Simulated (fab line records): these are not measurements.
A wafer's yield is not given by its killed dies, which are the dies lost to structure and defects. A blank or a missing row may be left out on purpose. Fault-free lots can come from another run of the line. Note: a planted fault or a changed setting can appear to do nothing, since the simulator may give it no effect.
The tool behind it: which one?	flow nandHarc	Sampling: 24 lots, 72 wafers, 6 of 1159 route steps

== WHAT THE GAUGES READ, wafer by wafer ==
NHARC_A_SGD_CUT_OVL_MEAS_10. Usual: overlayXNm 0.1 nm, standard deviation 0.79; overlayYNm -0.1 nm, standard deviation 0.78.
lot	measured	on	overlayXNm (nm)	overlayYNm (nm)	flag
L074	day 14 05:59	overlay-01	-1.0 -0.9 -0.6	0.2 0.2 -0.1	
L075	day 14 05:15	overlay-01	1.0 0.8 0.9	0.0 -0.5 0.1	
L078	day 14 13:48	overlay-02	0.0 0.4 0.2	0.3 0.2 0.1	
L077	day 14 15:49	overlay-01	0.4 0.7 0.8	-0.8 -1.2 -0.5	
L076	day 14 22:40	overlay-02	0.9 1.0 0.9	0.7 1.2 0.6	
L079	day 15 02:18	overlay-02	-0.9 -0.7 -0.8	0.3 0.0 0.3	
L081	day 15 20:05	overlay-02	-1.0 -0.6 -0.8	-1.4 -0.8 -0.9	
L080	day 16 00:14	overlay-01	0.3 0.2 0.6	-0.8 -0.1 -0.4	
L084	day 16 00:25	overlay-02	-0.8 -0.3 -0.4	-1.7 -1.5 -1.7	
L083	day 16 00:40	overlay-01	-0.5 -0.7 -0.4	-0.6 -0.3 0.1	
L082	day 16 01:55	overlay-01	0.2 0.1 -0.3	0.9 1.0 0.4	
L088	day 17 02:24	overlay-02	-0.7 -0.2 -0.4	1.0 0.5 0.7	
L087	day 17 02:15	overlay-02	0.4 0.5 0.3	1.6 1.8 1.5	
L085	day 17 15:10	overlay-02	0.5 0.9 0.5	0.3 0.4 0.0	
L086	day 17 15:00	overlay-01	-0.6 -0.6 -0.1	-0.1 -0.6 -0.2	
L090	day 17 22:17	overlay-02	0.0 0.6 1.0	-1.0 -1.1 -0.7	
L089	day 17 23:07	overlay-01	1.7 1.3 0.7	-0.9 -0.9 -0.2	
L092	day 17 21:36	overlay-01	0.2 -0.2 0.0	1.3 0.7 0.8	
L091	day 17 21:55	overlay-02	-1.0 -1.0 -1.4	-1.5 -1.5 -1.8	
L094	day 18 19:48	overlay-01	0.3 0.4 0.4	-0.8 -0.6 -0.5	
L095	day 18 19:29	overlay-02	-0.7 -0.1 -0.3	0.3 -0.2 0.1	
L093	day 18 20:30	overlay-02	0.8 0.3 1.0	0.2 0.4 -0.5	
L096	day 18 19:38	overlay-01	0.0 -0.4 0.2	0.4 0.4 0.0	
L097	day 19 17:04	overlay-02	2.0 2.0 1.7	0.0 -0.4 -0.7	

== WHICH TOOL RAN EACH LOT (tool, then ch and the chambers of the sampled wafers, then the start) ==
lot	NHARC_A_STAIRCASE_ETCH_292	NHARC_A_STAIRCASE_ETCH_294	NHARC_A_STAIRCASE_DESCUM_312	NHARC_A_STAIRCASE_ETCH_315	NHARC_A_STAIRCASE_DEP_325
L074	rieDiel-08 ch 0,1,2, day 11 23:18	rieDiel-08 ch 0,1,3, day 12 04:27 or earlier	rieDiel-01 ch 0,2,3, day 12 04:27	rieDiel-01 ch 0,1,3, day 13 14:49 or earlier	pecvd-01 ch 0,1,2, day 13 14:49
L075	rieDiel-01 ch 0,2, day 12 00:52	rieDiel-01 ch 0,1, day 12 06:49 or earlier	rieDiel-01 ch 1,2,3, day 12 06:49	rieDiel-01 ch 0,1,2, day 13 14:50 or earlier	pecvd-04 ch 0,2, day 13 14:50
L078	rieDiel-01 ch 2,3, day 12 08:28	rieDiel-01 ch 1,2, day 12 14:34 or earlier	rieDiel-01 ch 1,2,3, day 12 14:34	rieDiel-01 ch 1,2,3, day 13 22:43 or earlier	pecvd-01 ch 1,2, day 13 22:43
L077	rieDiel-08 ch 0,2,3, day 12 09:47	rieDiel-08 ch 0,1,2, day 12 16:32 or earlier	rieDiel-02 ch 0,2,3, day 12 16:32	rieDiel-02 ch 0,2,3, day 13 22:43 or earlier	pecvd-04 ch 0,2, day 13 22:43
L076	rieDiel-02 ch 1,2,3, day 12 15:02	rieDiel-02 ch 0,1,2, day 12 20:02 or earlier	rieDiel-02 ch 2,3, day 12 20:02	rieDiel-02 ch 0,3, day 14 04:46 or earlier	pecvd-04 ch 0,1,2, day 14 04:46
L079	rieDiel-02 ch 0,1,2, day 12 18:25	rieDiel-02 ch 1,2,3, day 12 23:49 or earlier	rieDiel-08 ch 0,2,3, day 12 23:49	rieDiel-08 ch 1,3, day 14 11:37 or earlier	pecvd-03 ch 0,2, day 14 11:37
L081	rieDiel-08 ch 0,3, day 13 11:33	rieDiel-08 ch 1,3, day 13 18:52 or earlier	rieDiel-02 ch 0,2,3, day 13 18:52	rieDiel-02 ch 0,2,3, day 15 06:22 or earlier	pecvd-01 ch 0,1,2, day 15 06:22
L080	rieDiel-01 ch 0,1, day 13 18:53	rieDiel-01 ch 1,2,3, day 14 00:46 or earlier	rieDiel-02 ch 2,3, day 14 00:46	rieDiel-02 ch 1,2, day 15 11:08 or earlier	pecvd-01 ch 0,1, day 15 11:08
L084	rieDiel-01 ch 0,1,3, day 13 20:57	rieDiel-01 ch 1,2, day 14 02:35 or earlier	rieDiel-01 ch 0,3, day 14 02:35	rieDiel-02 ch 0,1,3, day 14 03:24	pecvd-03 ch 0,1,2, day 15 11:00
L083	rieDiel-02 ch 0,1,2, day 13 22:45	rieDiel-02 ch 0,2,3, day 14 03:43 or earlier	rieDiel-08 ch 0,1, day 14 03:43	rieDiel-08 ch 0,1,3, day 15 10:35 or earlier	pecvd-04 ch 1,2, day 15 10:35
L082	rieDiel-01 ch 1,2,3, day 13 22:45	rieDiel-01 ch 1,2,3, day 14 06:28 or earlier	rieDiel-02 ch 0,2,3, day 14 06:28	rieDiel-02 ch 0,2,3, day 15 10:34 or earlier	pecvd-01 ch 0,1,2, day 15 10:34
L088	rieDiel-08 ch 2,3, day 14 20:57	rieDiel-08 ch 0,2,3, day 15 03:36 or earlier	rieDiel-01 ch 0,1,3, day 15 03:36	rieDiel-01 ch 1,2, day 16 12:00 or earlier	pecvd-04 ch 0,1, day 16 12:00
L087	rieDiel-01 ch 0,2,3, day 14 23:10	rieDiel-01 ch 1,2, day 15 05:40 or earlier	rieDiel-08 ch 0,3, day 15 05:40	rieDiel-08 ch 0,2, day 16 12:00 or earlier	pecvd-03 ch 0,1, day 16 12:00
L085	rieDiel-01 ch 1,3, day 15 05:06	rieDiel-01 ch 0,3, day 15 12:21 or earlier	rieDiel-08 ch 1,3, day 15 12:21	rieDiel-08 ch 0,1,3, day 17 01:02 or earlier	pecvd-03 ch 0,2, day 17 01:02
L086	rieDiel-01 ch 0,2, day 15 05:44	rieDiel-01 ch 2,3, day 15 14:03 or earlier	rieDiel-01 ch 1,2, day 15 14:03	rieDiel-01 ch 0,1,3, day 17 00:46 or earlier	pecvd-01 ch 0,1, day 17 00:46
L090	rieDiel-02 ch 0,1,3, day 15 15:24	rieDiel-02 ch 0,1,3, day 15 21:58 or earlier	rieDiel-01 ch 2,3, day 15 21:58	rieDiel-01 ch 1,2,3, day 17 07:59 or earlier	pecvd-03 ch 0,1, day 17 07:59
L089	rieDiel-02 ch 0,3, day 15 17:14	rieDiel-02 ch 0,3, day 15 23:40 or earlier	rieDiel-01 ch 0,1,3, day 15 23:40	rieDiel-01 ch 0,1,2, day 17 07:53 or earlier	pecvd-04 ch 0,1,2, day 17 07:53
L092	rieDiel-01 ch 1,2,3, day 15 20:13	rieDiel-01 ch 0,2, day 16 01:36 or earlier	rieDiel-01 ch 0,1,2, day 16 01:36	rieDiel-01 ch 0,1,3, day 17 07:59 or earlier	pecvd-01 ch 1,2, day 17 07:59
L091	rieDiel-02 ch 0,1,3, day 15 20:52	rieDiel-02 ch 0,1,3, day 16 02:20 or earlier	rieDiel-08 ch 1,2,3, day 16 02:20	rieDiel-08 ch 1,2,3, day 17 08:27 or earlier	pecvd-01 ch 0,1,2, day 17 08:27
L094	rieDiel-01 ch 0,3, day 16 13:43	rieDiel-01 ch 0,2, day 16 18:45 or earlier	rieDiel-01 ch 0,1,2, day 16 18:45	rieDiel-01 ch 1,2,3, day 18 02:34 or earlier	pecvd-03 ch 0,2, day 18 02:34
L095	rieDiel-01 ch 1,2, day 16 15:34	rieDiel-01 ch 0,2, day 16 21:17 or earlier	rieDiel-08 ch 0,2, day 16 21:17	rieDiel-08 ch 1,2,3, day 18 02:40 or earlier	pecvd-04 ch 1,2, day 18 02:40
L093	rieDiel-08 ch 1,2, day 16 16:20	rieDiel-08 ch 0,1, day 16 21:29 or earlier	rieDiel-02 ch 0,3, day 16 21:29	rieDiel-02 ch 0,2,3, day 18 02:19 or earlier	pecvd-01 ch 0,2, day 18 02:19
L096	rieDiel-01 ch 1,2, day 16 17:07	rieDiel-01 ch 1,2, day 16 23:02 or earlier	rieDiel-02 ch 0,1,2, day 16 23:02	rieDiel-02 ch 1,3, day 18 06:16 or earlier	pecvd-01 ch 0,1, day 18 06:16
L097	rieDiel-08 ch 0,1,3, day 17 06:46	rieDiel-08 ch 0,1, day 17 12:11 or earlier	rieDiel-08 ch 0,1,2, day 17 12:11	rieDiel-08 ch 0,3, day 19 00:12 or earlier	pecvd-01 ch 1,2, day 19 00:12
- NHARC_A_STAIRCASE_ETCH_292: etches the open film in CF4/CHF3.
- NHARC_A_STAIRCASE_ETCH_294: etches the open film in C4F8/O2/Ar, target depth 4992 nm, time 1212.4 s.
- NHARC_A_STAIRCASE_DESCUM_312: chemistry O2, time 3 s.
- NHARC_A_STAIRCASE_ETCH_315: etches the open film in C4F8/O2/Ar, target depth 2500 nm, time 607.1 s.
- NHARC_A_STAIRCASE_DEP_325: deposits SiO2, target thk 3800 nm.

== WHAT THE TOOLS THEMSELVES READ (means of the sampled wafers that have a number; where no wafer has one, the mark that the record gives instead) ==
NHARC_A_STAIRCASE_ETCH_292. Usual: chf3FlowSccm 30.00 sccm, standard deviation 0.099; drypumpMotorCurrentA 5.8 A, standard deviation 0.45; oesProductAu 0.948 a.u., standard deviation 0.021; rfVppV 370.1 V, standard deviation 1.9; showerheadPlenumPTorr 1.56 Torr, standard deviation 0.048; throttleValvePct 16.803 %, standard deviation 0.0086.
lot	tool	chf3FlowSccm (sccm)	drypumpMotorCurrentA (A)	oesProductAu (a.u.)	rfVppV (V)	showerheadPlenumPTorr (Torr)	throttleValvePct (%)	flag
L074	rieDiel-08	29.99	5.7	0.955	370.3	1.55	16.796	
L075	rieDiel-01	30.06	6.1	0.948	369.7	1.55	16.808	
L078	rieDiel-01	30.03	5.8	0.916	368.5	1.53	16.798	
L077	rieDiel-08	30.02	5.8	0.938	371.1	1.58	16.799	
L076	rieDiel-02	29.95	6.0	0.977	370.6	1.57	16.806	
L079	rieDiel-02	30.09	5.7	0.975	371.0	1.57	16.808	
L081	rieDiel-08	30.07	5.8	0.937	369.7	1.53	16.806	
L080	rieDiel-01	29.98	6.0	0.961	371.1	1.58	16.795	
L084	rieDiel-01	29.97	5.9	0.958	370.0	1.54	16.808	
L083	rieDiel-02	30.04	5.7	0.920	370.5	1.57	16.797	
L082	rieDiel-01	30.12	5.7	0.961	369.6	1.55	16.798	
L088	rieDiel-08	29.99	5.5	0.931	373.0	1.61	16.802	
L087	rieDiel-01	29.95	6.0	0.928	368.5	1.52	16.808	
L085	rieDiel-01	29.97	5.6	0.956	370.3	1.57	16.800	
L086	rieDiel-01	30.05	6.1	0.940	369.3	1.54	16.801	
L090	rieDiel-02	29.98	5.8	0.953	371.5	1.59	16.797	
L089	rieDiel-02	29.93	5.8	0.972	370.3	1.57	16.811	
L092	rieDiel-01	30.00	5.7	0.924	370.0	1.55	16.805	
L091	rieDiel-02	30.00	5.8	0.946	371.0	1.59	16.802	
L094	rieDiel-01	29.95	6.2	0.928	369.7	1.51	16.803	
L095	rieDiel-01	30.05	5.8	0.929	371.1	1.59	16.800	
L093	rieDiel-08	30.00	5.3	0.967	370.1	1.55	16.801	
L096	rieDiel-01	29.87	5.8	0.972	370.7	1.56	16.801	
L097	rieDiel-08	30.09	5.5	0.911	368.6	1.53	16.796	

NHARC_A_STAIRCASE_ETCH_294. Usual: oesProductAu 0.931 a.u., standard deviation 0.013; rfVppV 1824 V, standard deviation 8.1.
lot	tool	oesProductAu (a.u.)	rfVppV (V)	flag
L074	rieDiel-08	0.914	1823	
L075	rieDiel-01	0.924	1825	
L078	rieDiel-01	0.930	1828	
L077	rieDiel-08	0.923	1822	
L076	rieDiel-02	0.950	1827	
L079	rieDiel-02	0.925	1826	
L081	rieDiel-08	0.944	1825	
L080	rieDiel-01	0.942	1822	
L084	rieDiel-01	0.944	1830	
L083	rieDiel-02	0.931	1823	
L082	rieDiel-01	0.942	1823	
L088	rieDiel-08	0.926	1827	
L087	rieDiel-01	0.925	1826	
L085	rieDiel-01	0.921	1814	
L086	rieDiel-01	0.914	1818	
L090	rieDiel-02	0.927	1829	
L089	rieDiel-02	0.941	1826	
L092	rieDiel-01	0.921	1821	
L091	rieDiel-02	0.939	1829	
L094	rieDiel-01	0.929	1821	
L095	rieDiel-01	0.932	1820	
L093	rieDiel-08	0.933	1814	
L096	rieDiel-01	0.942	1825	
L097	rieDiel-08	0.922	1814	

NHARC_A_STAIRCASE_DESCUM_312. Usual: drypumpMotorCurrentA 5.8 A, standard deviation 0.45; oesProductAu 0.997 a.u., standard deviation 0.011; rfVppV 57.7 V, standard deviation 0.89; showerheadPlenumPTorr 1.89 Torr, standard deviation 0.063; throttleValvePct 11.312 %, standard deviation 0.008.
lot	tool	drypumpMotorCurrentA (A)	oesProductAu (a.u.)	rfVppV (V)	showerheadPlenumPTorr (Torr)	throttleValvePct (%)	flag
L074	rieDiel-01	6.0	0.988	57.4	1.85	11.306	
L075	rieDiel-01	5.7	0.996	58.2	1.89	11.310	
L078	rieDiel-01	5.7	0.993	56.8	1.89	11.321	
L077	rieDiel-02	5.7	1.010	58.1	1.89	11.306	
L076	rieDiel-02	6.0	1.001	57.1	1.86	11.318	
L079	rieDiel-08	5.8	0.985	58.6	1.92	11.300	
L081	rieDiel-02	5.7	0.999	57.2	1.89	11.314	
L080	rieDiel-02	6.1	1.013	57.3	1.88	11.313	
L084	rieDiel-01	6.2	0.985	57.2	1.84	11.310	
L083	rieDiel-08	5.4	0.995	57.4	1.84	11.303	
L082	rieDiel-02	5.7	1.007	57.6	1.89	11.309	
L088	rieDiel-01	5.9	0.994	57.1	1.87	11.310	
L087	rieDiel-08	5.8	0.994	58.3	1.85	11.307	
L085	rieDiel-08	5.2	0.993	57.6	1.92	11.317	
L086	rieDiel-01	5.8	1.006	58.3	1.93	11.312	
L090	rieDiel-01	5.8	0.986	57.0	1.85	11.308	
L089	rieDiel-01	5.9	0.999	57.8	1.87	11.312	
L092	rieDiel-01	6.1	0.995	59.0	1.90	11.316	
L091	rieDiel-08	5.4	1.000	58.0	1.92	11.315	
L094	rieDiel-01	6.1	1.008	58.1	1.89	11.317	
L095	rieDiel-08	6.0	1.003	57.2	1.90	11.309	
L093	rieDiel-02	5.5	0.992	57.1	1.91	11.312	
L096	rieDiel-02	5.7	0.997	58.5	1.90	11.315	
L097	rieDiel-08	5.7	0.995	57.3	1.87	11.301	

NHARC_A_STAIRCASE_ETCH_315. Usual: oesProductAu 0.929 a.u., standard deviation 0.012; rfVppV 1824 V, standard deviation 8.2.
lot	tool	oesProductAu (a.u.)	rfVppV (V)	flag
L074	rieDiel-01	0.921	1823	
L075	rieDiel-01	0.923	1826	
L078	rieDiel-01	0.932	1823	
L077	rieDiel-02	0.959	1825	
L076	rieDiel-02	0.947	1828	
L079	rieDiel-08	0.917	1824	
L081	rieDiel-02	0.933	1823	
L080	rieDiel-02	0.924	1829	
L084	rieDiel-02	0.931	1830	
L083	rieDiel-08	0.921	1821	
L082	rieDiel-02	0.932	1824	
L088	rieDiel-01	0.938	1826	
L087	rieDiel-08	0.927	1819	
L085	rieDiel-08	0.920	1821	
L086	rieDiel-01	0.926	1821	
L090	rieDiel-01	0.923	1822	
L089	rieDiel-01	0.933	1825	
L092	rieDiel-01	0.940	1821	
L091	rieDiel-08	0.928	1828	
L094	rieDiel-01	0.925	1822	
L095	rieDiel-08	0.920	1827	
L093	rieDiel-02	0.932	1822	
L096	rieDiel-02	0.928	1832	
L097	rieDiel-08	0.923	1824	

NHARC_A_STAIRCASE_DEP_325. Usual: heaterPowerW 607 W, standard deviation 92.
lot	tool	heaterPowerW (W)	flag
L074	pecvd-01	629	
L075	pecvd-04	632	
L078	pecvd-01	551	
L077	pecvd-04	630	
L076	pecvd-04	571	
L079	pecvd-03	629	
L081	pecvd-01	625	
L080	pecvd-01	650	
L084	pecvd-03	599	
L083	pecvd-04	566	
L082	pecvd-01	606	
L088	pecvd-04	504	
L087	pecvd-03	666	
L085	pecvd-03	593	
L086	pecvd-01	674	
L090	pecvd-03	603	
L089	pecvd-04	590	
L092	pecvd-01	589	
L091	pecvd-01	623	
L094	pecvd-03	564	
L095	pecvd-04	615	
L093	pecvd-01	674	
L096	pecvd-01	640	
L097	pecvd-01	540	

== THE ANSWER, worked out from the rows above alone ==
Rule: a lot is off if the mean of its wafers that have a number lies more than 3 standard deviations from the usual mean. Also off: a lot with no number at a reading for which 4 or more lots have one. Any other lot the step has rows for is counted as sound. Order of review: gauges by route order, followed by the tools' own readings, for which a lot's mean as printed above is used. The first step at which some lot is off is used, and at that step the reading that is off furthest; a lot without a number counts as furthest.
Across all readings shown, no lot is off: no conclusion can be drawn from this.

== WHAT THE SIMULATOR HAD PUT IN ==
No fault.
